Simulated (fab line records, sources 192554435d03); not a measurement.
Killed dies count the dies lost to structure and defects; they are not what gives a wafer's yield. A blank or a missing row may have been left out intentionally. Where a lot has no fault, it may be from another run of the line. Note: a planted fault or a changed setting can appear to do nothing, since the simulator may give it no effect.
fab line records -- flow n5Finfet -- part 2 of 2: steps 5 to 6 of 6
record lots=24, wafers=72, lastDay=17
route steps=1938 shown ZERO_LAYER@16 FIN_SAQP@124 FIN_CUT@169 DUMMY_GATE@231
lots that met no fault: from a run of the same line without faults
startH: the number of hours between the record's first day and the start of the first shown wafer of the lot -- waitH: hours elapsed since this lot's preceding step -- " as in the row above -- L1.1+2: one row covering several wafers at once -- - no value, or no start given -- * or withheld: withheld -- < > ~ a bound
route shown NAME@n: names a module that has steps shown in the file, with the first one's number in the route -- usual: mean/standard deviation of fault-free wafers -- same: alike in all rows -- chamber/n: place in a boat -- sites: each site's reading -- _std_site: standard deviation of those values -- _edge_site: inner sites' mean taken away from outer sites' mean -- radiusMm: how far each site lies from the wafer's centre -- mask NAME#n: copy n -- behind: the tool/chamber that last shaped the wafer -- hold: cause of the lot's hold/its duration in hours/its outcome -- device: whichever transistor did not switch (one of n, p or np) -- end of line: the route-end tests of the same wafers -- where a step has no rows: the recipe by itself -- killed: the dies lost at the first sort to structure and to defects; this is not the yield of the wafer -- map: per-die view of a wafer (x killed, . not killed, _ where there is no die)
set.NAME: the setting as run; set.NAME@STEP: as run at that earlier step -- model.NAME: the simulator's own value behind a step, which no gauge read
route steps across a sampled set of lots; one table per step, one row per wafer
services: from which hour (startH, from the record's first day; less than 0 if before it) a tool's chamber was out of use, for how many hours, and why
## steps
# step N5_FIN_CUT_ETCH_21
# recipe chemistry=N2/H2, target=SOC, targetDepthA=2190, overetchA=438, maskMaterial=SiARC, tempC=40, ionEnergyEv=100, biasW=61, timeS=523.5, pressureMtorr=30, sourceW=850, n2FlowSccm=200, h2FlowSccm=200
# usual drypumpMotorCurrentA=5.5/0.43, oesProductAu=0.74/0.067, rfVppV=241.0/1.4, showerheadPlenumPTorr=2.57/0.1, throttleValvePct=17.69/0.2
lot.wafer,tool,chamber,startH,waitH,drypumpMotorCurrentA,oesProductAu,rfHoursCounterH,rfVppV,showerheadPlenumPTorr,throttleValvePct
L074.1,rieDiel-02,0,29.53,0.0,5.1,0.72,121,239.5,2.54,17.56
L074.2,rieDiel-02,2,29.53,0.0,5.9,0.70,153,241.2,2.53,17.82
L074.4,rieDiel-02,3,29.53,0.0,5.5,0.73,106,243.6,2.68,17.94
L075.3,rieDiel-06,0,35.12,0.0,5.7,0.63,227,241.7,2.62,17.74
L075.4,rieDiel-06,1,35.12,0.0,4.7,0.66,181,242.1,2.51,17.68
L075.6,rieDiel-06,3,35.12,0.0,5.9,0.77,-,238.6,2.35,17.31
L076.1,rieDiel-02,2,40.34,0.0,5.9,0.70,158,240.7,2.53,17.84
L076.2,rieDiel-02,3,40.34,0.0,5.5,0.72,107,243.0,2.68,17.94
L076.4,rieDiel-02,0,40.34,0.0,5.0,0.72,-,240.3,2.53,17.56
L077.1,rieDiel-06,0,48.56,0.0,5.7,0.62,233,241.5,2.62,17.76
L077.2,rieDiel-06,2,48.56,0.0,5.4,0.80,46,242.9,2.69,17.60
L077.5,rieDiel-06,0,48.56,0.0,5.7,0.62,-,240.8,2.62,17.76
L078.2,rieDiel-06,1,52.15,0.0,4.7,0.66,189,240.2,2.51,17.70
L078.3,rieDiel-06,3,52.15,0.0,5.9,0.76,95,239.3,2.35,17.32
L078.5,rieDiel-06,3,52.15,0.0,5.9,0.76,-,239.2,2.35,17.31
L079.1,rieDiel-06,2,57.92,0.0,5.4,0.79,49,243.6,2.69,17.60
L079.2,rieDiel-06,0,57.92,0.0,5.6,0.62,237,243.3,2.61,17.76
L079.6,rieDiel-06,1,57.92,0.0,4.7,0.66,-,239.0,2.51,17.69
L080.1,rieDiel-06,3,64.98,0.0,5.9,0.76,100,239.2,2.35,17.32
L080.2,rieDiel-06,0,64.98,0.0,5.6,0.63,240,241.5,2.61,17.76
L080.4,rieDiel-06,2,64.98,0.0,5.4,0.79,52,243.2,2.69,17.59
L081.2,rieDiel-02,2,69.63,0.0,5.9,0.69,167,241.4,2.52,17.84
L081.3,rieDiel-02,3,69.63,0.0,5.5,0.72,117,241.1,2.68,17.94
L081.6,rieDiel-02,3,69.63,0.0,5.5,0.72,-,242.7,2.68,17.96
L082.1,rieDiel-02,1,75.11,0.0,6.0,0.74,114,239.2,2.44,17.40
L082.2,rieDiel-02,3,75.11,0.0,5.5,0.72,119,241.6,2.68,17.97
L082.6,rieDiel-02,1,75.11,0.0,6.0,0.74,-,238.6,2.44,17.38
L083.1,rieDiel-06,2,81.83,0.0,5.4,0.78,57,241.8,2.69,17.60
L083.2,rieDiel-06,3,81.83,0.0,5.9,0.76,106,238.1,2.34,17.33
L083.5,rieDiel-06,0,81.83,0.0,5.7,0.62,-,241.3,2.61,17.76
L084.2,rieDiel-02,2,86.59,0.0,5.9,0.69,171,240.3,2.52,17.84
L084.4,rieDiel-02,1,86.59,0.0,6.0,0.74,117,239.1,2.43,17.38
L084.5,rieDiel-02,0,86.59,0.0,5.1,0.71,-,239.3,2.53,17.57
L085.1,rieDiel-02,1,94.26,0.0,6.0,0.73,119,240.0,2.43,17.39
L085.3,rieDiel-02,0,94.26,0.0,5.1,0.70,143,241.8,2.53,17.59
L085.5,rieDiel-02,0,94.26,0.0,5.0,0.70,-,241.2,2.53,17.60
L086.1,rieDiel-05,3,101.77,0.0,5.2,0.83,22,240.4,2.62,17.84
L086.4,rieDiel-05,2,101.77,0.0,5.1,0.79,44,242.6,2.71,17.66
L086.5,rieDiel-05,3,101.77,0.0,5.2,0.83,-,241.9,2.62,17.86
L087.1,rieDiel-05,2,104.93,0.0,5.1,0.79,45,242.4,2.71,17.65
L087.4,rieDiel-05,0,104.93,0.0,6.1,0.79,47,241.4,2.60,17.65
L087.5,rieDiel-05,0,104.93,0.0,6.0,0.79,-,241.0,2.60,17.65
L088.1,rieDiel-05,2,114.12,0.0,5.1,0.79,48,242.5,2.71,17.67
L088.3,rieDiel-05,1,114.12,0.0,5.9,0.85,19,241.3,2.62,18.03
L088.6,rieDiel-05,0,114.12,0.0,6.1,0.80,-,241.4,2.60,17.66
L089.3,rieDiel-02,3,118.53,0.0,5.4,0.70,132,243.5,2.67,17.98
L089.4,rieDiel-02,2,118.53,0.0,5.9,0.68,181,242.4,2.52,17.85
L089.6,rieDiel-02,0,118.53,0.0,5.0,0.70,-,240.7,2.52,17.61
L090.4,rieDiel-02,3,122.65,0.0,5.5,0.70,133,241.7,2.67,17.97
L090.5,rieDiel-02,2,122.65,0.0,5.9,0.68,-,240.0,2.52,17.87
L090.6,rieDiel-02,1,122.65,0.0,6.0,0.73,-,238.3,2.43,17.41
L091.2,rieDiel-05,2,129.64,0.0,5.1,0.78,53,241.3,2.71,17.68
L091.3,rieDiel-05,3,129.64,0.0,5.2,0.82,30,241.9,2.62,17.86
L091.5,rieDiel-05,2,129.64,0.0,5.1,0.79,-,241.6,2.71,17.68
L092.2,rieDiel-05,3,135.81,0.0,5.2,0.81,32,243.1,2.62,17.86
L092.4,rieDiel-05,1,135.81,0.0,5.8,0.84,25,240.5,2.62,18.03
L092.5,rieDiel-05,0,135.81,0.0,6.0,0.79,-,241.9,2.59,17.66
L093.1,rieDiel-06,1,141.12,0.0,4.7,0.64,222,240.6,2.50,17.76
L093.5,rieDiel-06,3,141.12,0.0,5.9,0.74,-,239.0,2.33,17.38
L093.6,rieDiel-06,2,141.12,0.0,5.4,0.75,-,242.4,2.68,17.64
L094.2,rieDiel-05,2,147.93,0.0,5.1,0.79,58,241.2,2.70,17.67
L094.4,rieDiel-05,0,147.93,0.0,6.1,0.79,59,242.0,2.59,17.65
L094.6,rieDiel-05,3,147.93,0.0,5.2,0.81,-,239.7,2.62,17.85
L095.1,rieDiel-06,3,153.28,0.0,5.9,0.73,132,239.2,2.33,17.38
L095.3,rieDiel-06,2,153.28,0.0,5.4,0.75,83,242.3,2.68,17.66
L095.5,rieDiel-06,2,153.28,0.0,5.4,0.76,-,243.0,2.68,17.65
L096.2,rieDiel-05,1,159.82,0.0,5.8,0.83,32,240.3,2.61,18.04
L096.4,rieDiel-05,0,159.82,0.0,6.0,0.78,63,242.4,2.59,17.66
L096.6,rieDiel-05,2,159.82,0.0,5.1,0.77,-,242.4,2.70,17.68
L097.2,rieDiel-06,2,166.05,0.0,5.4,0.75,87,243.4,2.68,17.66
L097.3,rieDiel-06,3,166.05,0.0,5.9,0.73,136,237.9,2.33,17.39
L097.4,rieDiel-06,0,166.05,0.0,5.6,0.87,11,241.4,2.60,17.47
# step N5_DUMMY_GATE_CD_MEAS_15
# recipe targetCdNm=25.8, landingEnergyEv=500, detector=seInlens
# usual cdNm=25.05/0.26
lot.wafer,tool,chamber,startH,waitH,cdNm
L074.1,cdSem-02,0,48.18,-,25.13
L074.2,cdSem-02,0,48.18,-,24.97
L074.4,cdSem-02,0,48.18,-,25.41
L075.3,cdSem-02,0,57.68,-,25.08
L075.4,cdSem-02,0,57.68,-,25.10
L075.6,cdSem-02,0,57.68,-,25.11
L076.1,cdSem-01,0,58.68,-,24.52
L076.2,cdSem-01,0,58.68,-,24.98
L076.4,cdSem-01,0,58.68,-,25.15
L077.1,cdSem-01,0,67.59,-,24.71
L077.2,cdSem-01,0,67.59,-,24.69
L077.5,cdSem-01,0,67.59,-,24.75
L078.2,cdSem-03,0,70.65,-,25.15
L078.3,cdSem-03,0,70.65,-,24.64
L078.5,cdSem-03,0,70.65,-,25.13
L079.1,cdSem-02,0,76.39,-,24.82
L079.2,cdSem-02,0,76.39,-,24.79
L079.6,cdSem-02,0,76.39,-,25.04
L080.1,cdSem-01,0,86.50,-,24.75
L080.2,cdSem-01,0,86.50,-,24.87
L080.4,cdSem-01,0,86.50,-,24.88
L081.2,cdSem-03,0,88.50,-,25.17
L081.3,cdSem-03,0,88.50,-,24.90
L081.6,cdSem-03,0,88.50,-,25.20
L082.1,cdSem-01,0,96.22,-,25.24
L082.2,cdSem-01,0,96.22,-,24.97
L082.6,cdSem-01,0,96.22,-,24.87
L083.1,cdSem-02,0,100.20,-,24.63
L083.2,cdSem-02,0,100.20,-,24.88
L083.5,cdSem-02,0,100.20,-,24.88
L084.2,cdSem-01,0,108.07,-,24.86
L084.4,cdSem-01,0,108.07,-,25.26
L084.5,cdSem-01,0,108.07,-,25.45
L085.1,cdSem-02,0,113.70,-,24.88
L085.3,cdSem-02,0,113.70,-,25.30
L085.5,cdSem-02,0,113.70,-,24.98
L086.1,cdSem-03,0,120.65,-,25.46
L086.4,cdSem-03,0,120.65,-,25.22
L086.5,cdSem-03,0,120.65,-,25.03
L087.1,cdSem-01,0,124.56,-,25.34
L087.4,cdSem-01,0,124.56,-,25.13
L087.5,cdSem-01,0,124.56,-,25.35
L088.1,cdSem-01,0,133.09,-,25.26
L088.3,cdSem-01,0,133.09,-,24.94
L088.6,cdSem-01,0,133.09,-,25.35
L089.3,cdSem-03,0,136.92,-,24.98
L089.4,cdSem-03,0,136.92,-,25.07
L089.6,cdSem-03,0,136.92,-,25.06
L090.4,cdSem-01,0,141.01,-,24.92
L090.5,cdSem-01,0,141.01,-,25.03
L090.6,cdSem-01,0,141.01,-,24.34
L091.2,cdSem-03,0,148.11,-,25.27
L091.3,cdSem-03,0,148.11,-,25.42
L091.5,cdSem-03,0,148.11,-,25.10
L092.2,cdSem-01,0,153.88,-,25.05
L092.4,cdSem-01,0,153.88,-,24.85
L092.5,cdSem-01,0,153.88,-,25.11
L093.1,cdSem-03,0,159.28,-,25.28
L093.5,cdSem-03,0,159.28,-,25.22
L093.6,cdSem-03,0,159.28,-,24.99
L094.2,cdSem-01,0,167.09,-,25.26
L094.4,cdSem-01,0,167.09,-,24.71
L094.6,cdSem-01,0,167.09,-,25.17
L095.1,cdSem-02,0,171.84,-,25.48
L095.3,cdSem-02,0,171.84,-,25.41
L095.5,cdSem-02,0,171.84,-,25.10
L096.2,cdSem-02,0,178.38,-,25.65
L096.4,cdSem-02,0,178.38,-,25.43
L096.6,cdSem-02,0,178.38,-,24.99
L097.2,cdSem-02,0,185.03,-,25.19
L097.3,cdSem-02,0,185.03,-,25.19
L097.4,cdSem-02,0,185.03,-,25.09
## services
tool,chamber,startH,hours,kind
rieDiel-03,-,-4.42,2.8,pm
rieSi-02,-,2.98,0.3,repair
rieDiel-01,-,9.60,0.5,repair
rieDiel-06,-,9.88,15.6,pm
rieDiel-04,-,13.37,0.4,repair
rieDiel-05,-,24.05,28.1,pm
rieDiel-02,3,33.27,5.6,repair
rieDiel-04,3,36.00,5.1,repair
rieDiel-02,1,40.12,7.8,repair
rieSi-02,-,41.58,2.8,pm
rieSi-01,1,42.02,3.6,repair
rieDiel-02,-,44.13,2.8,pm
rieDiel-03,3,53.73,7.9,repair
rieSi-01,0,53.77,3.4,repair
rieSi-05,2,62.70,5.8,repair
rieDiel-05,0,73.14,6.9,repair
rieDiel-02,2,79.85,2.1,repair
vaporEtch-02,-,87.14,2.2,repair
rieDiel-06,0,110.30,-,clean
rieDiel-06,0,110.30,-,consumableReplace:focusRing
rieDiel-06,0,110.30,20.4,scheduledDown
rieDiel-01,1,119.12,7.1,repair
rieDiel-02,3,135.96,8.7,repair
rieDiel-03,0,159.33,1.3,repair
